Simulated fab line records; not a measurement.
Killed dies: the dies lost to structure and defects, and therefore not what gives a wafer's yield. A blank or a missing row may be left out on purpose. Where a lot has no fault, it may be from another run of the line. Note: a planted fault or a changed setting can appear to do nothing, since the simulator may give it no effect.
fab line records	flow nand_harc
record: lots: 12	wafers: 36	last_day: 34
route steps=1302 shown P_CONTACT@238 P_M0@260 END@1302
lots untouched by any fault: they come from a run of this same line in which no faults occurred
start_h: the number of hours between the record's first day and the start of the first shown wafer of the lot	wait_h: how many hours have passed since the lot's step before this one	" as in the row above	L1.1+2: a single row standing in for several wafers	- either no value or no given start	* or withheld: withheld	< > ~ a bound
route shown NAME@n: NAME is a module with steps in the file, n the number in the route of the first one	usual: mean/standard deviation of fault-free wafers	same: alike in all rows	chamber/n: place in a boat	sites: the reading at each site	_std_site: how widely they spread, as a standard deviation	_edge_site: mean of outer sites minus mean of inner sites	radius_mm: for every site, how far away it sits from the centre of the wafer	mask NAME#n: copy n	behind: the last tool/chamber to shape the wafer	hold: the reason the lot was held/the length of the hold in hours/how it ended	device: names the non-switching transistor (n, p or np)	end of line: the same wafers' tests at the end of the route	a step without rows: its recipe alone	killed: not the wafer's yield, but the dies lost to structure and defects at the first sort	map: the dies of a wafer, with x for killed, . for not killed, _ for no die there
set.NAME: the setting as run; set.NAME@STEP: as run at that earlier step	model.NAME: the simulator's own value behind a step, which no gauge read
one table for each step of the route and one row for each wafer, over a sample of lots
services: the hour from which a tool's chamber was out of use, counted from the record's first day as start_h (under 0 if before that day), plus the number of hours and why
== steps ==
step: NHARC_P_CONTACT_ETCH_18
recipe: target_depth_a: 4810	time_s: 240.5	c4f8_flow_sccm: 20	o2_flow_sccm: 10	ar_flow_sccm: withheld	rf_w: 600	bias_w: 1500	chemistry: C4F8/O2/Ar
usual: oes_product_au: 0.958/0.02	rf_vpp_V: 978/5.7
lot.wafer	tool	chamber	start_h	wait_h	oes_product_au	rf_hours_counter_h	rf_vpp_V
L564.3	rie_diel-04	0	-	-	0.976	3.6	982
L564.5	"	3	"	"	0.968	-	977
L564.6	"	0	"	"	0.974	-	982
L565.1	rie_diel-07	1	-	-	0.949	0.2	985
L565.2	"	2	"	"	0.965	0.3	978
L565.5	"	0	"	"	0.966	-	972
L566.2	rie_diel-08	3	-	-	0.978	3.3	976
L566.5	"	0	"	"	0.987	-	971
L566.6	"	1	"	"	0.956	-	984
L567.2	rie_diel-07	2	-	-	0.976	1.8	976
L567.3	"	1	"	"	0.968	1.5	987
L567.5	"	3	"	"	0.973	-	971
L570.2	rie_diel-08	1	-	-	0.985	4.7	982
L570.3	"	2	"	"	0.961	2.4	986
L570.5	"	3	"	"	0.971	-	973
L576.1	rie_diel-07	3	-	-	0.971	6.1	971
L576.2	"	2	"	"	0.961	6.4	976
L576.5	"	0	"	"	0.958	-	973
L579.2	rie_diel-04	1	-	-	0.963	0.9	983
L579.5	"	2	"	"	0.945	-	986
L579.6	"	1	"	"	0.960	-	984
L581.2	rie_diel-07	1	-	-	0.973	8.7	988
L581.4	"	3	"	"	0.963	9.1	972
L581.6	"	1	"	"	0.978	-	987
L582.4	rie_diel-08	0	-	-	0.926	2.7	970
L582.1	"	1	"	"	0.926	2.6	981
L582.2	"	2	"	"	0.920	2.8	986
L584.4	rie_diel-08	1	-	-	0.992	3.4	983
L584.1	"	2	"	"	0.956	3.4	986
L584.5	"	0	"	"	0.987	-	970
L585.2	rie_diel-07	0	-	-	0.985	1.5	972
L585.5	"	0	"	"	0.981	-	971
L585.6	"	1	"	"	0.973	-	987
L587.2	rie_diel-07	3	-	-	0.973	2.1	972
L587.1	"	1	"	"	0.952	2.0	987
L587.5	"	3	"	"	0.976	-	972
step: NHARC_P_CONTACT_ETCH_31
recipe: target_depth_a: 300	time_s: 85.7	ion_energy_ev: 120	over_etch_frac: 1	ch3f_flow_sccm: 50	o2_flow_sccm: 30	ar_flow_sccm: 200	rf_w: 500	bias_w: 100	chemistry: CH3F/O2
usual: drypump_motor_current_A: 5.9/0.47	oes_product_au: 0.976/0.014	rf_vpp_V: 244.7/1.7	showerhead_plenum_p_Torr: 2.47/0.1	throttle_valve_pct: 20.662/0.0093
lot.wafer	tool	chamber	start_h	wait_h	drypump_motor_current_A	oes_product_au	rf_hours_counter_h	rf_vpp_V	showerhead_plenum_p_Torr	throttle_valve_pct
L564.3	rie_diel-04	0	-	-	5.6	0.989	3.7	243.6	2.51	20.663
L564.6	"	3	"	"	6.1	0.984	-	244.2	2.45	20.667
L564.5	"	0	"	"	5.6	0.979	-	244.8	2.51	20.656
L565.1	rie_diel-07	2	-	-	5.8	1.000	0.3	243.8	2.43	20.670
L565.2	"	3	"	"	5.8	0.994	0.4	243.3	2.34	20.664
L565.5	"	3	"	"	5.8	1.001	-	242.7	2.34	20.671
L566.2	rie_diel-08	0	-	-	6.1	1.004	2.3	243.5	2.33	20.668
L566.5	"	3	"	"	6.6	0.993	-	243.2	2.39	20.662
L566.6	"	0	"	"	6.1	1.000	-	243.3	2.33	20.658
L567.2	rie_diel-07	3	-	-	5.8	0.988	1.6	242.2	2.34	20.646
L567.3	"	2	"	"	5.8	0.988	1.9	242.9	2.42	20.659
L567.5	"	0	"	"	5.2	0.978	-	243.2	2.34	20.666
L570.3	rie_diel-08	1	-	-	6.0	0.992	4.8	244.9	2.54	20.678
L570.2	"	0	"	"	6.1	0.992	3.6	242.1	2.33	20.655
L570.5	"	2	"	"	4.7	0.978	-	247.3	2.59	20.670
L576.2	rie_diel-07	1	-	-	6.5	0.969	6.1	245.8	2.62	20.661
L576.1	"	3	"	"	5.8	0.985	6.2	242.5	2.34	20.664
L576.5	"	1	"	"	6.5	0.964	-	247.1	2.62	20.672
L579.2	rie_diel-04	2	-	-	5.9	0.964	3.2	245.2	2.58	20.650
L579.5	"	2	"	"	5.9	0.969	-	245.3	2.58	20.655
L579.6	"	3	"	"	6.1	0.956	-	244.7	2.45	20.669
L581.4	rie_diel-07	1	-	-	6.5	0.993	8.8	247.6	2.62	20.666
L581.2	"	2	"	"	5.7	0.972	8.5	243.5	2.42	20.658
L581.6	"	2	"	"	5.8	0.971	-	243.5	2.42	20.661
L582.2	rie_diel-08	0	-	-	6.1	0.952	2.9	243.3	2.32	20.666
L582.1	"	2	"	"	4.7	0.953	2.8	245.3	2.59	20.664
L582.4	"	3	"	"	6.6	0.957	3.0	243.2	2.39	20.663
L584.1	rie_diel-08	0	-	-	6.1	0.994	3.7	241.0	2.32	20.643
L584.4	"	3	"	"	6.6	0.986	3.8	243.4	2.39	20.660
L584.5	"	1	"	"	6.0	0.989	-	246.0	2.54	20.670
L585.2	rie_diel-07	1	-	-	6.5	0.978	1.3	245.8	2.62	20.658
L585.6	"	2	"	"	5.8	0.956	-	244.3	2.42	20.658
L585.5	"	3	"	"	5.8	0.996	-	243.3	2.34	20.684
L587.1	rie_diel-07	2	-	-	5.8	0.969	1.9	244.2	2.42	20.654
L587.2	"	3	"	"	5.8	0.995	2.2	243.5	2.34	20.673
L587.5	"	2	"	"	5.8	0.953	-	243.3	2.42	20.650
step: NHARC_P_M0_EXPOSE_06
recipe: na: 1.35	target_cd_nm: 90	dose_mj: 81.28	mask_id: P_M0
usual: exposure_dose_mJ_cm2: 81.19/0.15	focus_offset_nm: 0.1/0.49
lot.wafer	tool	chamber	start_h	wait_h	mask	exposure_dose_mJ_cm2	focus_offset_nm
L564.3	arfi_scanner-01	0	119.54	-	P_M0#0	81.27	0.2
L564.5	"	0	"	"	P_M0#0	81.30	0.4
L564.6	"	0	"	"	P_M0#0	81.21	0.2
L565.1	arfi_scanner-03	0	133.24	-	P_M0#0	81.12	0.0
L565.2	"	0	"	"	P_M0#0	81.01	0.3
L565.5	"	0	"	"	P_M0#0	81.26	-0.2
L566.2	arfi_scanner-03	0	140.42	-	P_M0#0	81.19	-0.2
L566.5	"	0	"	"	P_M0#0	81.16	0.4
L566.6	"	0	"	"	P_M0#0	81.18	0.9
L567.2	arfi_scanner-01	0	151.36	-	P_M0#0	81.09	0.3
L567.3	"	0	"	"	P_M0#0	81.05	1.0
L567.5	"	0	"	"	P_M0#0	81.21	0.4
L570.2	arfi_scanner-02	0	189.06	-	P_M0#0	81.42	-0.2
L570.3	"	0	"	"	P_M0#0	81.44	-0.4
L570.5	"	0	"	"	P_M0#0	81.37	-0.1
L576.1	arfi_scanner-01	0	233.36	-	P_M0#0	80.07	-0.1
L576.2	"	0	"	"	P_M0#0	80.13	-0.1
L576.5	"	0	"	"	P_M0#0	80.14	0.1
L579.2	arfi_scanner-01	0	270.69	-	P_M0#0	80.39	1.0
L579.5	"	0	"	"	P_M0#0	80.34	-0.6
L579.6	"	0	"	"	P_M0#0	80.38	0.3
L581.2	arfi_scanner-03	0	288.20	-	P_M0#0	81.16	0.0
L581.4	"	0	"	"	P_M0#0	80.99	-0.1
L581.6	"	0	"	"	P_M0#0	81.09	-0.4
L582.1	arfi_scanner-03	0	301.04	-	P_M0#0	81.09	0.3
L582.2	"	0	"	"	P_M0#0	81.06	-0.1
L582.4	"	0	"	"	P_M0#0	81.12	0.4
L584.1	arfi_scanner-02	0	324.37	-	P_M0#0	81.46	0.7
L584.4	"	0	"	"	P_M0#0	81.49	0.5
L584.5	"	0	"	"	P_M0#0	81.40	0.4
L585.2	arfi_scanner-03	0	325.84	-	P_M0#0	80.96	-0.7
L585.5	"	0	"	"	P_M0#0	80.92	0.1
L585.6	"	0	"	"	P_M0#0	80.99	-0.6
L587.1	arfi_scanner-03	0	347.07	-	P_M0#0	81.04	-0.9
L587.2	"	0	"	"	P_M0#0	81.06	-0.5
L587.5	"	0	"	"	P_M0#0	81.08	-0.3
step: NHARC_P_M0_OVL_MEAS_10
recipe: pitch_nm: 180
usual: overlay_x_nm: 0.0/0.91	overlay_y_nm: 0.2/0.76
lot.wafer	tool	chamber	start_h	wait_h	overlay_x_nm	overlay_y_nm
L564.3	overlay-01	-	119.76	-	1.1	-0.6
L564.5	"	-	"	"	0.6	0.1
L564.6	"	-	"	"	1.1	0.1
L565.1	overlay-01	-	133.48	-	0.5	-0.1
L565.2	"	-	"	"	1.2	-0.1
L565.5	"	-	"	"	0.5	0.0
L566.2	overlay-02	-	140.64	-	0.0	0.8
L566.5	"	-	"	"	0.2	1.4
L566.6	"	-	"	"	0.6	1.2
L567.2	overlay-01	-	151.58	-	-0.8	-0.7
L567.3	"	-	"	"	-0.4	-1.2
L567.5	"	-	"	"	-0.8	-0.9
L570.2	overlay-02	-	189.29	-	-1.1	-0.7
L570.3	"	-	"	"	-0.8	-0.5
L570.5	"	-	"	"	-1.4	-0.6
L576.1	overlay-01	-	233.59	-	-1.9	-0.5
L576.2	"	-	"	"	-1.6	0.0
L576.5	"	-	"	"	-1.5	0.1
L579.2	overlay-01	-	270.91	-	0.0	1.3
L579.5	"	-	"	"	0.1	0.9
L579.6	"	-	"	"	0.4	1.4
L581.2	overlay-02	-	288.42	-	-1.8	0.8
L581.4	"	-	"	"	-1.6	0.7
L581.6	"	-	"	"	-1.9	0.9
L582.1	overlay-02	-	301.27	-	0.5	-0.1
L582.2	"	-	"	"	0.7	1.1
L582.4	"	-	"	"	0.4	0.6
L584.1	overlay-02	-	324.60	-	-1.2	0.5
L584.4	"	-	"	"	-0.7	0.2
L584.5	"	-	"	"	-0.8	0.7
L585.2	overlay-02	-	326.07	-	0.5	0.9
L585.5	"	-	"	"	0.7	0.5
L585.6	"	-	"	"	0.4	1.0
L587.1	overlay-01	-	347.30	-	-0.5	-0.3
L587.2	"	-	"	"	-0.7	-0.3
L587.5	"	-	"	"	-0.3	-0.6
step: NHARC_END_SORT_01
recipe: temp_c: 25
usual: defect_limited_yield: 91/3.5	killed_at_array: 59/24	killed_at_other: 0.7/1.2	killed_at_periphery: 3.5/2.6	killed_dies: 63/24	killed_open: 3.2/2.1	killed_short: 2.4/1.5
same: gross_dies: 677
lot.wafer	tool	chamber	start_h	wait_h	defect_limited_yield[%]	killed_at_array	killed_at_other	killed_at_periphery	killed_dies	killed_open	killed_short
L565.1	prober-02	0	570.48	2.5	89	59	3	15	77	7	5
L565.2	prober-02	0	571.29	2.8	91	54	2	8	64	2	3
L565.5	prober-02	0	573.71	3.7	91	53	0	11	64	3	1
L566.2	prober-01	0	582.28	2.8	88	78	0	5	83	4	3
L566.5	prober-01	0	584.69	3.7	88	77	1	4	82	1	3
L566.6	prober-01	0	585.49	4.0	90	67	0	2	69	1	2
L567.2	prober-02	0	593.06	2.8	86	93	0	3	96	4	2
L567.3	prober-02	0	593.88	3.1	83	115	0	0	115	5	0
L567.5	prober-02	0	595.51	3.8	83	113	1	3	117	4	1
L576.1	prober-01	0	681.43	2.5	87	85	0	3	88	2	3
L576.2	prober-01	0	682.24	2.8	88	76	0	2	78	1	2
L576.5	prober-01	0	684.67	3.7	87	81	0	4	85	1	3
L579.2	prober-01	0	708.65	2.8	91	53	0	5	58	2	3
L579.5	prober-01	0	711.08	3.7	92	52	1	4	57	5	3
L579.6	prober-01	0	711.88	4.0	92	46	2	7	55	4	3
L582.1	prober-01	0	745.22	2.5	85	93	2	5	100	6	1
L582.2	prober-01	0	746.03	2.8	85	100	0	1	101	6	6
L582.4	prober-01	0	747.63	3.4	86	92	0	1	93	2	0
killed by level:class
L565.1 A_CHANNEL_HOLE_D1:chamber_film_flake=32 A_CHANNEL_HOLE_D2:chamber_film_flake=11 P_CONTACT:chamber_film_flake=6 P_GATE:chamber_film_flake=3 A_SGD_CUT:chamber_film_flake=3 A_WL_FILL:chamber_film_flake=3 P_ZERO_WELL:chamber_film_flake=2 P_STI:chamber_film_flake=2
L565.2 A_CHANNEL_HOLE_D1:chamber_film_flake=30 A_CHANNEL_HOLE_D2:chamber_film_flake=8 P_CONTACT:chamber_film_flake=4 A_CONTACT:chamber_film_flake=4 P_GATE:chamber_film_flake=3 A_STAIRCASE:chamber_film_flake=3 A_SOURCE_PLATE:geometric_particle:short=2 A_CONTACT:unspecified=2
L565.5 A_CHANNEL_HOLE_D1:chamber_film_flake=33 A_CHANNEL_HOLE_D2:chamber_film_flake=6 A_WL_FILL:chamber_film_flake=6 P_CONTACT:chamber_film_flake=5 P_GATE:chamber_film_flake=4 A_CHANNEL_FILL_D2:geometric_particle:open=2 A_CONTACT:unspecified=2 A_CHANNEL_FILL_D1:geometric_particle:short=1
L566.2 A_CHANNEL_HOLE_D1:chamber_film_flake=39 A_SLIT:chamber_film_flake=22 A_CHANNEL_HOLE_D2:chamber_film_flake=7 A_M1:chamber_film_flake=4 P_M1:chamber_film_flake=3 A_SGD_CUT:geometric_particle:open=2 P_GATE:geometric_particle:open=1 P_M2:geometric_particle:short=1
L566.5 A_CHANNEL_HOLE_D1:chamber_film_flake=41 A_SLIT:chamber_film_flake=24 A_CHANNEL_FILL_D1:geometric_particle:short=2 P_GATE:chamber_film_flake=2 P_M1:chamber_film_flake=2 A_STAIRCASE:chamber_film_flake=2 A_CONTACT:chamber_film_flake=2 A_M1:chamber_film_flake=2
L566.6 A_CHANNEL_HOLE_D1:chamber_film_flake=31 A_SLIT:chamber_film_flake=21 A_CHANNEL_HOLE_D2:chamber_film_flake=6 A_M1:chamber_film_flake=3 P_M1:chamber_film_flake=2 A_CHANNEL_FILL_D1:geometric_particle:open=1 A_DECK1_JOINT:geometric_particle:short=1 A_SGD_CUT:geometric_particle:short=1
L567.2 A_CHANNEL_HOLE_D2:chamber_film_flake=28 A_CHANNEL_HOLE_D1:chamber_film_flake=25 A_SLIT:chamber_film_flake=21 A_CONTACT:chamber_film_flake=5 A_STAIRCASE:chamber_film_flake=4 A_BONDPAD:chamber_film_flake=4 A_CHANNEL_FILL_D1:geometric_particle:open=2 P_M2:geometric_particle:short=1
L567.3 A_CHANNEL_HOLE_D2:chamber_film_flake=36 A_CHANNEL_HOLE_D1:chamber_film_flake=33 A_SLIT:chamber_film_flake=29 A_CONTACT:chamber_film_flake=6 A_CHANNEL_FILL_D2:geometric_particle:open=2 A_ZERO_WELL:chamber_film_flake=2 A_STAIRCASE:chamber_film_flake=2 A_ONON_D2:geometric_particle:open=1
L567.5 A_CHANNEL_HOLE_D2:chamber_film_flake=40 A_CHANNEL_HOLE_D1:chamber_film_flake=35 A_SLIT:chamber_film_flake=24 A_CONTACT:chamber_film_flake=8 P_M1:chamber_film_flake=2 A_STAIRCASE:chamber_film_flake=2 P_M0:geometric_particle:open=1 A_CHANNEL_FILL_D2:geometric_particle:open=1
L576.1 A_SLIT:chamber_film_flake=32 A_CHANNEL_HOLE_D1:chamber_film_flake=23 A_CHANNEL_HOLE_D2:chamber_film_flake=13 A_CONTACT:chamber_film_flake=6 A_CHANNEL_FILL_D1:chamber_film_flake=2 A_CHANNEL_FILL_D2:chamber_film_flake=2 A_WL_FILL:chamber_film_flake=2 P_M0:geometric_particle:open=1
L576.2 A_CHANNEL_HOLE_D1:chamber_film_flake=28 A_SLIT:chamber_film_flake=17 A_CHANNEL_HOLE_D2:chamber_film_flake=15 A_CONTACT:chamber_film_flake=5 A_DECK1_JOINT:chamber_film_flake=3 A_WL_FILL:chamber_film_flake=3 P_STI:chamber_film_flake=2 A_DECK1_JOINT:geometric_particle:short=1
L576.5 A_CHANNEL_HOLE_D1:chamber_film_flake=32 A_SLIT:chamber_film_flake=29 A_CHANNEL_HOLE_D2:chamber_film_flake=12 P_STI:chamber_film_flake=3 A_CHANNEL_FILL_D2:chamber_film_flake=2 P_CONTACT:geometric_particle:short=1 A_STAIRCASE:chamber_film_flake=1 A_ONON_D1:geometric_particle:open=1
L579.2 A_CHANNEL_HOLE_D2:chamber_film_flake=19 A_CHANNEL_HOLE_D1:chamber_film_flake=11 A_CONTACT:chamber_film_flake=10 P_GATE:chamber_film_flake=4 A_SLIT:chamber_film_flake=4 A_DECK1_JOINT:chamber_film_flake=2 P_M1:geometric_particle:short=1 A_ONON_D1:geometric_particle:short=1
L579.5 A_CHANNEL_HOLE_D2:chamber_film_flake=25 A_CONTACT:chamber_film_flake=12 A_CHANNEL_HOLE_D1:chamber_film_flake=6 P_GATE:geometric_particle:short=1 A_SOURCE_PLATE:geometric_particle:open=1 A_CHANNEL_HOLE_D1:geometric_particle:short=1 A_CHANNEL_FILL_D1:geometric_particle:open=1 A_DECK1_JOINT:geometric_particle:open=1
L579.6 A_CHANNEL_HOLE_D2:chamber_film_flake=17 A_CONTACT:chamber_film_flake=13 A_SLIT:chamber_film_flake=5 A_CHANNEL_HOLE_D1:chamber_film_flake=3 A_CHANNEL_HOLE_D1:geometric_particle:open=2 P_STI:chamber_film_flake=2 A_STAIRCASE:chamber_film_flake=2 HYBRID_BOND:chamber_film_flake=2
L582.1 A_CHANNEL_HOLE_D1:chamber_film_flake=33 A_SLIT:chamber_film_flake=30 A_CHANNEL_HOLE_D2:chamber_film_flake=24 P_M0:geometric_particle:open=2 A_ZERO_WELL:chamber_film_flake=2 P_STI:geometric_particle:open=1 A_CHANNEL_FILL_D2:geometric_particle:open=1 A_WL_FILL:geometric_particle:short=1
L582.2 A_CHANNEL_HOLE_D1:chamber_film_flake=30 A_SLIT:chamber_film_flake=27 A_CHANNEL_HOLE_D2:chamber_film_flake=26 A_STAIRCASE:chamber_film_flake=3 A_CHANNEL_FILL_D2:geometric_particle:open=2 A_SGD_CUT:geometric_particle:short=2 A_ZERO_WELL:chamber_film_flake=2 P_M0:geometric_particle:short=1
L582.4 A_CHANNEL_HOLE_D1:chamber_film_flake=33 A_SLIT:chamber_film_flake=23 A_CHANNEL_HOLE_D2:chamber_film_flake=21 A_STAIRCASE:chamber_film_flake=7 A_DECK1_JOINT:chamber_film_flake=2 A_CONTACT:chamber_film_flake=2 A_CHANNEL_FILL_D1:geometric_particle:open=1 A_M0:geometric_particle:open=1
== services ==
tool	chamber	start_h	hours	kind
rie_diel-08	0	92.98	10.8	repair
arfi_scanner-02	-	96.58	23.5	repair
rie_diel-04	-	103.13	0.2	repair
rie_diel-07	3	107.83	1.4	repair
rie_diel-07	-	117.20	9.0	pm
arfi_scanner-01	-	119.67	7.0	repair
arfi_scanner-02	-	140.00	4.0	pm
rie_diel-07	2	151.16	1.4	repair
rie_diel-04	-	177.90	9.0	pm
arfi_scanner-03	-	186.28	0.5	repair
rie_diel-08	-	190.80	9.0	pm
arfi_scanner-03	-	196.00	4.0	pm
rie_diel-04	1	198.84	58.3	repair
arfi_scanner-03	-	220.35	0.7	repair
rie_diel-07	1	231.36	6.3	repair
rie_diel-07	1	238.83	4.8	repair
arfi_scanner-01	-	252.00	4.0	pm
rie_diel-04	0	261.35	9.3	repair
rie_diel-07	2	274.64	3.6	repair
arfi_scanner-02	-	286.70	3.3	repair
arfi_scanner-02	-	291.82	0.4	repair
rie_diel-07	-	294.20	9.0	pm
rie_diel-08	2	309.89	3.1	repair
arfi_scanner-02	-	309.92	0.2	repair
== key ==
first_sign: step: NHARC_P_M0_EXPOSE_06	reading: exposure_dose_mJ_cm2	direction: down	sigmas: 6.4	usual: 81.19	struck: 80.24
effect none on later readings
met_at NHARC_P_M0_EXPOSE_06
struck_lots L576,L579
loop_trim: step: NHARC_P_M0_EXPOSE_06	setting: dose	lots: L579
not_acting_at NHARC_P_CONTACT_ETCH_18,NHARC_P_CONTACT_ETCH_31,NHARC_P_M0_OVL_MEAS_10
onset_between 151.36 233.36
fault: kind: process_parameter_drift	tool: arfi_scanner-01	chamber: -	onset_h: 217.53	steps: NHARC_P_M0_EXPOSE_06	channel: dose_mj	offset: -1.0404	shape: step	acts_in: these_recipes_only	stated: 81.28
loop_trim: a control loop set the setting to another value than it would have without faults
